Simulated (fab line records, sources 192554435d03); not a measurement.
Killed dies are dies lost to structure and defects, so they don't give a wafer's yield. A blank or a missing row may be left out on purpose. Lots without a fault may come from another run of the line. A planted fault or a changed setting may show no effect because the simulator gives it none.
Chamber matching | flow n5_finfet | N5_BEOL_M9_CMP_52 on cmp-01: 4 sister chambers
The step polishes, stops on SiCOH lowk, t overpolish 7 s, target thk 140 nm. 4 wafers are shown with their chamber, then 7 later ones without.

WAFERS WITH THEIR CHAMBER
wafer  | chamber | motor_current_A (A)
L075.2 | 1       | 6.3
L086.3 | 2       | 6.4
L090.2 | 0       | 5.2
L090.3 | 3       | 6.1

WAFERS WITHOUT THEIR CHAMBER
wafer  | motor_current_A (A)
L090.6 | 5.3
L091.1 | 6.3
L091.3 | 5.0
L091.6 | 6.4
L096.2 | 6.5
L096.3 | 6.2
L096.5 | 6.4

WHICH CHAMBER EACH WENT THROUGH
wafer  | from the rows above          | in truth
L090.6 | 0                            | 0
L091.1 | can't be placed: 1 or 2      | 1
L091.3 | 0                            | 0
L091.6 | can't be placed: 2 or 1      | 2
L096.2 | can't be placed: 2 or 1      | 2
L096.3 | can't be placed: 1 or 3 or 2 | 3
L096.5 | can't be placed: 2 or 1      | 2
Placed correctly: 2 of 7. Can't be placed from these rows: 5 (the true chamber is among the candidates in 5). Placed wrongly: 0.
How it was worked out, from the rows above alone: a wafer's distance from a chamber is the root of the sum, over the readings, of the square of ((its reading less the chamber's mean) divided by the reading's scatter). The wafer belongs to the nearest chamber; if the next one is less than 2 further off, it can't be placed. A chamber's mean is the mean of its shown wafers. The scatter: with one shown wafer a chamber, the root of the mean of the squares of how far each hidden wafer lies from its nearest shown one.
